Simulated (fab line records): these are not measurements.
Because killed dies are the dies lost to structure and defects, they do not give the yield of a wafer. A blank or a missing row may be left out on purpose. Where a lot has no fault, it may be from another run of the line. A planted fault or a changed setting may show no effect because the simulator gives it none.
fab line records ; flow n5Finfet
[record] lots = 8; wafers = 24; lastDay = 16
route steps=1938 shown BEOL_M4@1111 BEOL_M9@1405 PASSIVATION@1936
lots with no fault: from the same line, run without faults
startH: hours from the record's opening day to when the first of the lot's shown wafers began ; waitH: how many hours have passed since the lot's step before this one ; " the same as in the row above ; L1.1+2: several wafers, shown together as one row ; - no value present, or no start provided ; * or withheld: withheld ; < > ~ a bound
route shown NAME@n: names a module that has steps shown in the file, with the first one's number in the route ; usual: mean/standard deviation of fault-free wafers ; same: alike in all rows ; chamber/n: place in a boat ; sites: readings site by site ; _std_site: standard deviation of those values ; _edge_site: the outer-site mean with the inner-site mean subtracted ; radiusMm: for every site, how far away it sits from the centre of the wafer ; mask NAME#n: copy n ; behind: the most recent tool/chamber to have shaped the wafer ; hold: what put the lot on hold/how long, in hours/how the hold closed ; device: the transistor (n, p or np) that didn't switch ; end of line: at the end of the route, the tests of the same wafers ; where a step has no rows: the recipe by itself ; killed: count of dies lost to structure and defects at first sort (not the wafer's yield) ; map: dies across one wafer; x = killed, . = not, _ = none there
set.NAME: setting as actually run; set.NAME@STEP: the setting as run at that earlier step ; model.NAME: the simulator's own value behind a step, which no gauge read
route steps across a sampled set of lots; one table per step, one row per wafer
services: from which hour (startH, from the record's first day; less than 0 if before it) a tool's chamber was out of use, for how many hours, and why
[[steps]]
[step N5_BEOL_M4_RC_MEAS_101]
[usual] DIBL_N = 36.1/2; DIBL_P = 36.3/2.4; IOFF_N = 0.15/0.035; IOFF_P = 0.21/0.039; ION_N = 672/15; ION_P = 463/9.7; SS_N = 71.5/0.7; SS_P = 73.2/0.75; VT_N = 251/3.6; VT_P = -250/3.8
lot.wafer;tool;chamber;startH;waitH;DIBL_N[mV/V];DIBL_P[mV/V];IOFF_N[nA/um];IOFF_P[nA/um];ION_N[uA/um];ION_P[uA/um];SS_N[mV/dec];SS_P[mV/dec];VT_N[mV];VT_P[mV]
L939.1;prober-02;0;174.00;0.0;39.4;40.9;0.23;0.26;693;469;72.7;73.6;245;-249
L939.2;prober-02;0;174.00;0.0;36.0;36.5;0.15;0.19;689;470;71.2;72.8;248;-252
L939.5;prober-02;0;174.00;0.0;39.1;40.4;0.22;0.26;707;475;72.4;74.9;247;-249
L938.2;prober-01;0;174.42;0.2;33.8;33.2;0.12;0.18;676;466;70.3;72.8;255;-252
L938.4;prober-01;0;174.42;0.2;35.8;36.5;0.14;0.22;670;468;71.2;73.4;252;-247
L938.5;prober-01;0;174.42;0.2;36.9;37.2;0.15;0.24;669;466;71.5;73.8;253;-248
L940.3;prober-01;0;176.51;0.3;32.3;33.3;0.11;0.18;672;481;71.6;72.3;254;-248
L940.5;prober-01;0;176.51;0.3;37.0;38.7;0.19;0.27;694;481;71.2;73.3;247;-245
L940.6;prober-01;0;176.51;0.3;35.8;37.5;0.16;0.25;688;484;71.5;73.6;249;-247
L941.2;prober-02;0;192.02;0.2;35.3;37.2;0.12;0.16;675;453;71.4;73.3;253;-258
L941.3;prober-02;0;192.02;0.2;31.4;32.2;0.08;0.11;637;439;69.7;71.6;260;-262
L941.4;prober-02;0;192.02;0.2;32.5;32.9;0.08;0.11;631;434;70.5;72.3;261;-262
L942.2;prober-01;0;196.05;0.2;34.1;36.1;0.14;0.20;670;461;71.1;72.7;248;-250
L942.3;prober-01;0;196.05;0.2;37.2;39.6;0.17;0.26;664;463;71.7;73.7;250;-250
L942.4;prober-01;0;196.05;0.2;35.7;36.1;0.15;0.19;660;458;72.0;72.8;251;-252
L944.3;prober-02;0;206.71;0.3;39.7;39.7;0.20;0.22;671;456;72.8;74.2;247;-252
L944.4;prober-02;0;206.71;0.3;37.9;38.4;0.16;0.20;676;462;72.7;73.3;250;-257
L944.6;prober-02;0;206.71;0.3;37.7;38.9;0.17;0.20;669;453;72.5;73.7;249;-253
L954.1;prober-02;0;276.00;0.0;33.3;33.1;0.13;0.18;667;452;70.4;72.3;250;-254
L954.3;prober-02;0;276.00;0.0;38.0;38.7;0.20;0.27;680;462;72.8;73.7;247;-248
L954.5;prober-02;0;276.00;0.0;34.9;33.5;0.13;0.17;664;451;72.6;73.3;253;-250
L956.2;prober-02;0;284.55;0.2;40.0;41.2;0.21;0.27;683;461;72.2;74.7;249;-249
L956.4;prober-02;0;284.55;0.2;36.1;36.9;0.13;0.21;654;453;70.9;73.5;253;-251
L956.6;prober-02;0;284.55;0.2;42.3;42.9;0.26;0.31;692;468;73.1;75.0;243;-245
[step N5_BEOL_M9_HM_DEP_02]
[recipe] material = TiN; targetThkA = 200; tempC = 25; chamberPressurePa = 0.49996
[usual] throttleValvePct = 29.7/1.1
lot.wafer;tool;chamber;startH;waitH;throttleValvePct
L939.1;pvdSputter-01;-;216.53;1.5;29.8
L939.2;pvdSputter-01;-;216.53;1.5;29.3
L939.5;pvdSputter-01;-;216.53;1.5;31.7
L938.2;pvdSputter-01;-;216.71;1.2;30.0
L938.4;pvdSputter-01;-;216.71;1.2;31.0
L938.5;pvdSputter-01;-;216.71;1.2;31.1
L940.3;pvdSputter-01;-;217.25;1.0;28.9
L940.5;pvdSputter-01;-;217.25;1.0;29.7
L940.6;pvdSputter-01;-;217.25;1.0;29.2
L941.2;pvdSputter-02;-;235.36;0.3;29.7
L941.3;pvdSputter-02;-;235.36;0.3;29.2
L941.4;pvdSputter-02;-;235.36;0.3;28.0
L942.2;pvdSputter-02;-;238.87;2.2;31.1
L942.3;pvdSputter-02;-;238.87;2.2;29.6
L942.4;pvdSputter-02;-;238.87;2.2;27.8
L944.3;pvdSputter-02;-;247.81;1.9;29.6
L944.4;pvdSputter-02;-;247.81;1.9;31.0
L944.6;pvdSputter-02;-;247.81;1.9;27.8
L954.1;pvdSputter-02;-;316.73;2.3;31.1
L954.3;pvdSputter-02;-;316.73;2.3;29.6
L954.5;pvdSputter-02;-;316.73;2.3;29.6
L956.2;pvdSputter-02;-;327.92;2.8;29.6
L956.4;pvdSputter-02;-;327.92;2.8;29.7
L956.6;pvdSputter-02;-;327.92;2.8;31.0
[step N5_BEOL_M9_DESCUM_16]
[recipe] chemistry = O2; timeS = 7.9; sourcePowerW = 50; biasPowerW = 20; pressureMtorr = 20; rfFrequencyHz = 2.712e+07; tempC = 40; resist = CAR-ArF; o2FlowSccm = 225
[usual] drypumpMotorCurrentA = 5.9/0.45; oesProductAu = 0.82/0.091; rfVppV = 243.2/1.3; showerheadPlenumPTorr = 2.09/0.066; throttleValvePct = 20.37/0.27
lot.wafer;tool;chamber;startH;waitH;drypumpMotorCurrentA;oesProductAu;rfHoursCounterH;rfVppV;showerheadPlenumPTorr;throttleValvePct
L939.1;rieDiel-06;2;217.05;0.1;5.4;0.75;173;243.9;2.08;20.72
L939.2;rieDiel-06;1;217.05;0.1;5.5;0.94;21;243.9;2.05;20.21
L939.5;rieDiel-06;2;217.05;0.1;5.4;0.74;-;243.3;2.08;20.73
L938.2;rieDiel-03;0;217.58;0.3;6.2;0.94;14;243.3;2.05;19.90
L938.4;rieDiel-03;1;217.58;0.3;5.7;0.75;187;242.1;1.99;20.67
L938.5;rieDiel-03;0;217.58;0.3;6.2;0.96;-;242.0;2.05;19.87
L940.3;rieDiel-06;0;218.05;0.2;6.1;0.83;91;242.7;2.13;20.73
L940.5;rieDiel-06;1;218.05;0.2;5.5;0.93;-;243.7;2.05;20.18
L940.6;rieDiel-06;0;218.05;0.2;6.1;0.83;-;243.3;2.13;20.73
L941.2;rieDiel-06;1;235.98;0.1;5.5;0.93;26;243.1;2.04;20.22
L941.3;rieDiel-06;0;235.98;0.1;6.0;0.83;96;244.0;2.13;20.73
L941.4;rieDiel-06;3;235.98;0.1;5.4;0.89;52;245.8;2.23;20.28
L942.2;rieDiel-02;0;239.45;0.0;6.2;0.68;230;243.7;2.16;20.25
L942.3;rieDiel-02;2;239.45;0.0;6.1;0.94;13;242.9;2.05;20.35
L942.4;rieDiel-02;3;239.45;0.0;5.2;0.82;70;241.8;2.03;20.21
L944.3;rieDiel-03;0;248.39;0.0;6.2;0.92;22;241.9;2.05;19.93
L944.4;rieDiel-03;2;248.39;0.0;6.6;0.90;32;244.5;2.15;20.24
L944.6;rieDiel-03;0;248.39;0.0;6.2;0.92;-;242.6;2.05;19.90
L954.1;rieDiel-02;3;317.19;0.0;5.3;0.80;95;242.7;2.02;20.25
L954.3;rieDiel-02;2;317.19;0.0;6.1;0.88;38;242.9;2.04;20.41
L954.5;rieDiel-02;1;317.19;0.0;6.6;0.76;-;243.0;2.11;20.28
L956.2;rieDiel-06;3;328.50;0.0;5.4;0.84;80;244.3;2.22;20.34
L956.4;rieDiel-06;1;328.50;0.0;5.5;0.87;49;243.9;2.04;20.25
L956.6;rieDiel-06;1;328.50;0.0;5.5;0.89;-;242.5;2.04;20.25
[step N5_BEOL_M9_HM_OPEN_17]
[recipe] chemistry = Cl2/BCl3; targetDepthA = 200; overetchA = 60; target = TiN; maskMaterial = SOC; ionEnergyEv = 150; pressureMtorr = 10; icpW = 1000; biasW = 126; Cl2_flow_sccm = 53.25; bcl3FlowSccm = 21.75; Ar_flow_sccm = 25
[usual] drypumpMotorCurrentA = 5.8/0.43; oesProductAu = 0.65/0.072; throttleValvePct = 22.29/0.23
lot.wafer;tool;chamber;startH;waitH;drypumpMotorCurrentA;oesProductAu;rfHoursCounterH;throttleValvePct
L939.1;rieMetal-01;1;217.32;0.0;4.9;0.69;36;21.96
L939.2;rieMetal-01;0;217.32;0.0;5.6;0.63;52;22.27
L939.5;rieMetal-01;0;217.32;0.0;5.6;0.66;-;22.26
L938.2;rieMetal-01;1;217.86;0.0;4.9;0.68;36;21.96
L938.4;rieMetal-01;0;217.86;0.0;5.6;0.65;-;22.28
L938.5;rieMetal-01;0;217.86;0.0;5.6;0.64;-;22.26
L940.3;rieMetal-02;1;218.36;0.1;6.3;0.65;-;22.47
L940.5;rieMetal-02;0;218.36;0.1;5.9;0.60;-;22.59
L940.6;rieMetal-02;1;218.36;0.1;6.3;0.65;-;22.48
L941.2;rieMetal-01;0;236.25;0.0;5.6;0.64;54;22.27
L941.3;rieMetal-01;1;236.25;0.0;4.9;0.66;-;21.98
L941.4;rieMetal-01;0;236.25;0.0;5.6;0.64;-;22.29
L942.2;rieMetal-03;1;239.72;0.0;6.1;0.54;109;22.23
L942.3;rieMetal-03;1;239.72;0.0;6.1;0.53;-;22.25
L942.4;rieMetal-03;0;239.72;0.0;5.7;0.75;-;22.31
L944.3;rieMetal-03;0;248.69;0.1;5.8;0.75;-;22.30
L944.4;rieMetal-03;1;248.69;0.1;6.1;0.54;-;22.21
L944.6;rieMetal-03;0;248.69;0.1;5.7;0.74;-;22.31
L954.1;rieMetal-02;1;317.46;0.0;6.3;0.74;41;22.29
L954.3;rieMetal-02;1;317.46;0.0;6.2;0.74;-;22.28
L954.5;rieMetal-02;1;317.46;0.0;6.3;0.75;-;22.30
L956.2;rieMetal-02;1;328.78;0.0;6.3;0.74;43;22.31
L956.4;rieMetal-02;0;328.78;0.0;6.0;0.71;-;22.33
L956.6;rieMetal-02;0;328.78;0.0;6.0;0.71;-;22.35
[step N5_BEOL_M9_STRIP_19]
[recipe] chemistry = O2; powerW = 400; tempC = 40; pressureMtorr = 30; rfFrequencyHz = 6e+07; biasPowerW = 0; overashFraction = 0.2; o2FlowSccm = 225
[usual] drypumpMotorCurrentA = 5.9/0.45; oesProductAu = 0.82/0.085; rfVppV = 3.7/0.61; showerheadPlenumPTorr = 2.10/0.07; throttleValvePct = 16.64/0.27
lot.wafer;tool;chamber;startH;waitH;drypumpMotorCurrentA;oesProductAu;rfHoursCounterH;rfVppV;showerheadPlenumPTorr;throttleValvePct
L939.1;rieDiel-02;1;217.55;0.2;6.6;0.78;103;3.8;2.12;16.49
L939.2;rieDiel-02;0;217.55;0.2;6.2;0.69;224;3.9;2.16;16.56
L939.5;rieDiel-02;2;217.55;0.2;6.1;0.96;-;3.7;2.06;16.53
L938.2;rieDiel-06;3;218.01;0.1;5.4;0.90;47;2.9;2.23;16.50
L938.4;rieDiel-06;0;218.01;0.1;6.0;0.83;91;3.9;2.14;16.92
L938.5;rieDiel-06;2;218.01;0.1;5.4;0.75;-;4.9;2.09;16.98
L940.3;rieDiel-03;2;218.44;0.1;6.6;0.94;23;4.0;2.15;16.50
L940.5;rieDiel-03;1;218.44;0.1;5.7;0.75;-;3.0;1.99;16.97
L940.6;rieDiel-03;2;218.44;0.1;6.6;0.93;-;3.1;2.15;16.50
L941.2;rieDiel-03;2;236.36;0.1;6.6;0.92;28;3.3;2.15;16.51
L941.3;rieDiel-03;0;236.36;0.1;6.2;0.93;20;4.1;2.05;16.14
L941.4;rieDiel-03;3;236.36;0.1;5.7;0.68;233;3.6;2.16;16.97
L942.2;rieDiel-06;1;240.03;0.3;5.5;0.92;27;3.4;2.05;16.43
L942.3;rieDiel-06;3;240.03;0.3;5.4;0.87;53;3.7;2.23;16.48
L942.4;rieDiel-06;0;240.03;0.3;6.0;0.81;97;4.2;2.14;16.95
L944.3;rieDiel-02;2;248.78;0.1;6.1;0.94;16;4.2;2.05;16.57
L944.4;rieDiel-02;3;248.78;0.1;5.2;0.83;73;4.8;2.03;16.45
L944.6;rieDiel-02;1;248.78;0.1;6.6;0.78;-;3.7;2.12;16.53
L954.1;rieDiel-06;1;317.57;0.1;5.5;0.89;46;3.8;2.04;16.46
L954.3;rieDiel-06;3;317.57;0.1;5.4;0.85;78;3.7;2.22;16.54
L954.5;rieDiel-06;3;317.57;0.1;5.4;0.83;-;4.1;2.22;16.51
L956.2;rieDiel-06;1;328.89;0.1;5.5;0.89;49;3.8;2.04;16.47
L956.4;rieDiel-06;3;328.89;0.1;5.4;0.82;80;3.4;2.22;16.54
L956.6;rieDiel-06;1;328.89;0.1;5.5;0.88;-;3.7;2.04;16.48
[step N5_BEOL_M9_VIA_ETCH_34]
[recipe] chemistry = C4F6/O2; target = SiCOH_lowk; targetDepthA = 1824; maskMaterial = SOC; taperDeg = 4; timeS = 68.4; ionEnergyEv = 250; pressureMtorr = 30; sourceW = 345; biasW = 185; Ar_flow_sccm = 300; C4F6_flow_sccm = 10; O2_flow_sccm = 10
[usual] drypumpMotorCurrentA = 5.9/0.48; oes_f_703_au = 0.80/0.086; oesProductAu = 0.81/0.086; rfVppV = 676/22; showerheadPlenumPTorr = 2.84/0.077; throttleValvePct = 20.82/0.25
lot.wafer;tool;chamber;startH;waitH;drypumpMotorCurrentA;oes_f_703_au;oesProductAu;rfHoursCounterH;rfVppV;showerheadPlenumPTorr;throttleValvePct
L939.1;rieDiel-02;0;220.39;0.0;6.3;0.68;0.68;224;659;2.94;20.77
L939.2;rieDiel-02;2;220.39;0.0;6.1;0.93;0.97;7;680;2.81;20.90
L939.5;rieDiel-02;1;220.39;0.0;6.6;0.76;0.79;-;716;2.86;20.63
L938.2;rieDiel-03;1;220.43;0.0;5.7;0.73;0.74;188;650;2.71;21.17
L938.4;rieDiel-03;2;220.43;0.0;6.6;0.86;0.91;24;690;2.90;20.67
L938.5;rieDiel-03;3;220.43;0.0;5.7;0.64;0.67;-;675;2.92;21.07
L940.3;rieDiel-03;0;221.58;0.0;6.2;0.95;0.93;15;688;2.77;20.28
L940.5;rieDiel-03;2;221.58;0.0;6.6;0.85;0.92;-;689;2.90;20.67
L940.6;rieDiel-03;3;221.58;0.0;5.7;0.65;0.67;-;675;2.92;21.06
L941.2;rieDiel-06;0;239.52;0.0;6.1;0.83;0.82;96;654;2.89;21.18
L941.3;rieDiel-06;1;239.52;0.0;5.5;0.91;0.92;26;674;2.79;20.72
L941.4;rieDiel-06;2;239.52;0.0;5.3;0.69;0.72;179;696;2.82;21.14
L942.2;rieDiel-06;2;241.08;0.0;5.3;0.69;0.73;180;694;2.82;21.14
L942.3;rieDiel-06;3;241.08;0.0;5.4;0.79;0.85;53;683;3.01;20.71
L942.4;rieDiel-06;1;241.08;0.0;5.5;0.91;0.93;27;672;2.79;20.71
L944.3;rieDiel-03;2;250.87;0.0;6.6;0.84;0.89;32;691;2.90;20.69
L944.4;rieDiel-03;3;250.87;0.0;5.7;0.64;0.66;237;674;2.92;21.08
L944.6;rieDiel-03;3;250.87;0.0;5.7;0.64;0.67;-;675;2.92;21.09
L954.1;rieDiel-06;0;320.33;0.0;6.1;0.81;0.29;120;654;2.88;21.01
L954.3;rieDiel-06;2;320.33;0.0;5.3;0.68;0.28;204;695;2.81;21.02
L954.5;rieDiel-06;0;320.33;0.0;6.1;0.81;0.29;-;654;2.88;21.04
L956.2;rieDiel-02;1;330.49;0.0;6.6;0.73;0.29;137;716;2.84;20.52
L956.4;rieDiel-02;0;330.49;0.0;6.2;0.94;0.36;1;658;2.93;20.26
L956.6;rieDiel-02;1;330.49;0.0;6.6;0.73;0.29;-;716;2.84;20.52
[step N5_BEOL_M9_OCD_MEAS_38]
[usual] trenchDepthNm = 150/3.9
lot.wafer;tool;chamber;startH;waitH;trenchDepthNm
L939.1;ocd-01;-;220.66;-;147
L939.2;ocd-01;-;220.66;-;153
L939.5;ocd-01;-;220.66;-;149
L938.2;ocd-02;-;220.70;-;154
L938.4;ocd-02;-;220.70;-;153
L938.5;ocd-02;-;220.70;-;143
L940.3;ocd-01;-;221.86;-;152
L940.5;ocd-01;-;221.86;-;153
L940.6;ocd-01;-;221.86;-;146
L941.2;ocd-01;-;239.80;-;153
L941.3;ocd-01;-;239.80;-;158
L941.4;ocd-01;-;239.80;-;142
L942.2;ocd-01;-;241.36;-;145
L942.3;ocd-01;-;241.36;-;153
L942.4;ocd-01;-;241.36;-;159
L944.3;ocd-01;-;251.16;-;152
L944.4;ocd-01;-;251.16;-;147
L944.6;ocd-01;-;251.16;-;146
L954.1;ocd-01;-;320.61;-;-
L954.3;ocd-01;-;320.61;-;-
L954.5;ocd-01;-;320.61;-;-
L956.2;ocd-02;-;330.77;-;-
L956.4;ocd-02;-;330.77;-;-
L956.6;ocd-02;-;330.77;-;-
[step N5_BEOL_M9_CD_MEAS_35]
[recipe] targetCdNm = 70; targetCdYNm = 40; polarity = opening
[usual] cdNm = 69.7/0.84
lot.wafer;tool;chamber;startH;waitH;cdNm
L938.2;cdSem-01;-;220.86;0.0;69.8
L938.4;cdSem-01;-;220.86;0.0;69.7
L938.5;cdSem-01;-;220.86;0.0;69.3
L939.1;cdSem-01;-;220.91;0.0;69.3
L939.2;cdSem-01;-;220.91;0.0;69.7
L939.5;cdSem-01;-;220.91;0.0;69.8
L940.3;cdSem-01;-;222.11;0.0;70.0
L940.5;cdSem-01;-;222.11;0.0;67.7
L940.6;cdSem-01;-;222.11;0.0;70.0
L941.2;cdSem-02;-;240.07;0.0;69.2
L941.3;cdSem-02;-;240.07;0.0;71.1
L941.4;cdSem-02;-;240.07;0.0;69.1
L942.2;cdSem-03;-;241.51;0.0;71.1
L942.3;cdSem-03;-;241.51;0.0;70.0
L942.4;cdSem-03;-;241.51;0.0;69.7
L944.3;cdSem-02;-;251.36;0.0;69.6
L944.4;cdSem-02;-;251.36;0.0;69.0
L944.6;cdSem-02;-;251.36;0.0;69.5
L954.1;cdSem-03;-;320.87;0.0;-
L954.3;cdSem-03;-;320.87;0.0;-
L954.5;cdSem-03;-;320.87;0.0;-
L956.2;cdSem-01;-;331.02;0.0;-
L956.4;cdSem-01;-;331.02;0.0;-
L956.6;cdSem-01;-;331.02;0.0;-
[step N5_PASSIVATION_PROBE_49]
[usual] defectLimitedYield = 91.1/1.6; killed_at_M0_to_M3 = 35/11; killed_at_M4_up = 13/5.4; killedAtContacts = 13/6.5; killedAtFrontEnd = 40/14; killedAtOther = 4/3.1; killedDies = 105/18; killedOnRim = 14/4.1; killedOpen = 69/14; killedShort = 34/7.3; sort_bin_5_function = 5.2/0.96; sort_bin_6_memory = 3.4/0.77; sort_bin_8_speed = 0.02/0.13; sortNPass = 1075/19; sortYieldPct = 91.1/1.6
[same] grossDies = 1180; killedAtBackSide = 0; sort_bin_4_leakage[%] = 0
lot.wafer;tool;chamber;startH;waitH;defectLimitedYield[%];killed_at_M0_to_M3;killed_at_M4_up;killedAtContacts;killedAtFrontEnd;killedAtOther;killedDies;killedOnRim;killedOpen;killedShort;sort_bin_5_function[%];sort_bin_6_memory[%];sort_bin_8_speed[%];sortNPass;sortYieldPct[%]
L940.3;prober-01;-;281.69;0.1;93.9;31;12;5;21;3;72;9;46;20;4.2;1.7;0;1108;93.9
L940.5;prober-01;-;281.79;0.2;93.6;28;10;3;33;1;75;13;46;28;3.1;2.9;0;1105;93.6
L940.6;prober-01;-;281.84;0.3;91.5;40;3;14;35;8;100;10;62;38;5.2;2.8;0;1080;91.5
L944.3;prober-02;-;314.05;0.1;90.8;35;14;17;39;3;108;12;72;36;5.3;3.6;0;1072;90.8
L944.4;prober-02;-;314.10;0.2;90.8;42;12;14;35;6;109;20;71;30;5.0;3.3;0;1071;90.8
L944.6;prober-02;-;314.20;0.3;91.1;31;9;26;38;1;105;7;74;30;5.7;3.1;0;1075;91.1
L954.1;prober-01;-;374.06;0.0;0;25;1119;10;22;4;1180;152;62;20;97.7;2.2;0;0;0
L954.3;prober-01;-;374.16;0.1;0;26;1110;9;28;7;1180;152;56;25;96.8;3.1;0;0;0
L954.5;prober-01;-;374.26;0.2;0;23;1109;6;40;2;1180;152;58;30;96.9;2.8;0;0;0
L956.2;prober-02;-;387.46;0.1;0;45;1024;14;91;6;1180;152;113;50;94.9;4.9;0;0;0
L956.4;prober-02;-;387.56;0.2;0;44;1072;8;46;10;1180;152;74;33;96.3;3.2;0;0;0
L956.6;prober-02;-;387.66;0.3;0;40;1053;11;71;5;1180;152;105;32;95.5;4.2;0;0;0
// killed by level:class
L940.3 BEOL_M0_SAQP:geometricParticle:open=11 BEOL_M0_SAQP:geometricParticle:short=7 FIN_SAQP:geometricParticle:open=5 MOL_CONTACT_COAG:geometricParticle:open=4 BEOL_M1:geometricParticle:open=4 FIN_SAQP:geometricParticle:short=3 DUMMY_GATE:geometricParticle:open=3 BEOL_M2:geometricParticle:open=3
L940.5 BEOL_M0_SAQP:geometricParticle:short=9 BEOL_M2:geometricParticle:open=7 BEOL_M0_SAQP:geometricParticle:open=6 BEOL_M5:geometricParticle:open=5 STI_FIN_REVEAL:geometricParticle:open=5 FIN_SAQP:geometricParticle:open=4 STARTING-WAFER:geometricParticle:short=4 DUMMY_GATE:geometricParticle:open=3
L940.6 BEOL_M1:geometricParticle:open=13 MOL_CONTACT_COAG:geometricParticle:open=10 BEOL_M2:geometricParticle:open=7 STI_FIN_REVEAL:geometricParticle:open=6 FIN_SAQP:geometricParticle:open=5 ILD0:geometricParticle:short=5 BEOL_M0_SAQP:geometricParticle:open=5 BEOL_M0_SAQP:geometricParticle:short=5
L944.3 MOL_CONTACT_COAG:geometricParticle:open=13 STI_FIN_REVEAL:geometricParticle:open=12 BEOL_M2:geometricParticle:open=12 FIN_SAQP:geometricParticle:short=7 BEOL_M1:geometricParticle:open=5 BEOL_M5:geometricParticle:open=5 STI_FIN_REVEAL:geometricParticle:short=4 BEOL_M0_SAQP:geometricParticle:short=4
L944.4 BEOL_M2:geometricParticle:open=16 MOL_CONTACT_COAG:geometricParticle:open=10 STI_FIN_REVEAL:geometricParticle:open=7 BEOL_M0_SAQP:geometricParticle:open=7 HKMG_FIN:areaEtch=7 BEOL_M0_SAQP:geometricParticle:short=5 MOL_CONTACT_COAG:geometricParticle:short=4 BEOL_M2:geometricParticle:short=4
L944.6 MOL_CONTACT_COAG:geometricParticle:open=21 BEOL_M2:geometricParticle:open=11 FIN_SAQP:geometricParticle:open=9 STI_FIN_REVEAL:geometricParticle:open=5 BEOL_M3:geometricParticle:open=5 MOL_CONTACT_COAG:geometricParticle:short=5 STARTING-WAFER:geometricParticle:short=5 GATE_CUT:geometricParticle:open=4
L954.1 BEOL_M9:areaOpen=1097 BEOL_M4:geometricParticle:open=15 MOL_CONTACT_COAG:geometricParticle:open=9 BEOL_M1:geometricParticle:open=6 FIN_SAQP:geometricParticle:open=4 STI_FIN_REVEAL:geometricParticle:open=4 BEOL_M0_SAQP:geometricParticle:short=4 BEOL_M3:geometricParticle:open=4
L954.3 BEOL_M9:areaOpen=1095 BEOL_M4:geometricParticle:open=9 MOL_CONTACT_COAG:geometricParticle:open=7 DUMMY_GATE:geometricParticle:open=6 BEOL_M0_SAQP:geometricParticle:open=6 BEOL_M2:geometricParticle:open=6 FIN_SAQP:geometricParticle:open=5 BEOL_M1:geometricParticle:open=5
L954.5 BEOL_M9:areaOpen=1091 STI_FIN_REVEAL:geometricParticle:open=9 FIN_SAQP:geometricParticle:short=8 BEOL_M4:geometricParticle:short=7 MOL_CONTACT_COAG:geometricParticle:open=6 BEOL_M0_SAQP:geometricParticle:open=6 BEOL_M1:geometricParticle:open=6 DUMMY_GATE:geometricParticle:open=5
L956.2 BEOL_M9:areaOpen=1016 FIN_SAQP:geometricParticle:open=23 STI_FIN_REVEAL:geometricParticle:open=23 BEOL_M3:geometricParticle:open=18 FIN_SAQP:geometricParticle:short=15 MOL_CONTACT_COAG:geometricParticle:open=11 BEOL_M2:geometricParticle:open=11 STI_FIN_REVEAL:geometricParticle:short=7
L956.4 BEOL_M9:areaOpen=1067 STI_FIN_REVEAL:geometricParticle:open=16 BEOL_M0_SAQP:geometricParticle:open=11 BEOL_M2:geometricParticle:open=7 FIN_SAQP:geometricParticle:open=7 BEOL_M1:geometricParticle:open=7 BEOL_M3:geometricParticle:open=6 FIN_CUT:areaEtch=6
L956.6 BEOL_M9:areaOpen=1040 FIN_SAQP:geometricParticle:open=26 STI_FIN_REVEAL:geometricParticle:open=15 BEOL_M2:geometricParticle:open=14 BEOL_M4:geometricParticle:open=10 MOL_CONTACT_COAG:geometricParticle:open=9 FIN_SAQP:geometricParticle:short=8 BEOL_M1:geometricParticle:open=8
[[services]]
tool;chamber;startH;hours;kind
rieMetal-03;-;218.58;4.9;repair
rieDiel-06;1;268.83;5.7;repair
rieDiel-03;0;288.35;3.7;repair
rieDiel-03;3;298.09;-;clean
rieDiel-03;3;298.09;-;consumableReplace:focusRing
rieDiel-03;3;298.09;12.6;scheduledDown
rieDiel-03;3;298.09;12.6;ventCycle
rieDiel-02;0;307.50;-;clean
rieDiel-02;0;307.50;-;consumableReplace:focusRing
rieDiel-02;0;307.50;16.1;scheduledDown
rieDiel-02;0;307.50;16.1;ventCycle
rieMetal-03;1;307.77;-;clean
rieMetal-03;1;307.77;16.0;scheduledDown
rieMetal-03;1;307.77;16.0;ventCycle
rieMetal-01;-;314.85;14.6;pm
rieMetal-03;-;318.78;0.3;repair
[[key]]
[firstSign] step = N5_BEOL_M9_VIA_ETCH_34; reading = oesProductAu; direction = down; sigmas = 6; usual = 0.81; struck = 0.30
[effect] step = N5_BEOL_M9_OCD_MEAS_38; reading = trenchDepthNm; direction = missing
[effect] step = N5_BEOL_M9_CD_MEAS_35; reading = cdNm; direction = missing
[effect] step = N5_PASSIVATION_PROBE_49; reading = killed_at_M4_up; direction = up; sigmas = 99+; usual = 13; struck = 1081
[moreKillsBornAt] N5_BEOL_M9_HM_OPEN_17@rieMetal-02 = 6406
metAt N5_BEOL_M9_HM_DEP_02
struckLots L954,L956
laterRowsLeftOut L954.1,L954.3,L954.5,L956.2,L956.4,L956.6
notActingAt N5_BEOL_M9_DESCUM_16,N5_BEOL_M9_HM_OPEN_17,N5_BEOL_M9_STRIP_19
onsetBetween 247.81 316.73
alsoFits time
[fault] kind = processParameterDrift; tool = pvdSputter-02; chamber = -; onsetH = 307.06; steps = N5_BEOL_M9_HM_DEP_02; channel = targetThkA; offset = *; shape = step; endH = 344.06; actsIn = *; stated = *
// laterRowsLeftOut: the simulator's readings of these wafers behind a module that went badly wrong aren't trusted and aren't shown, but for the sort
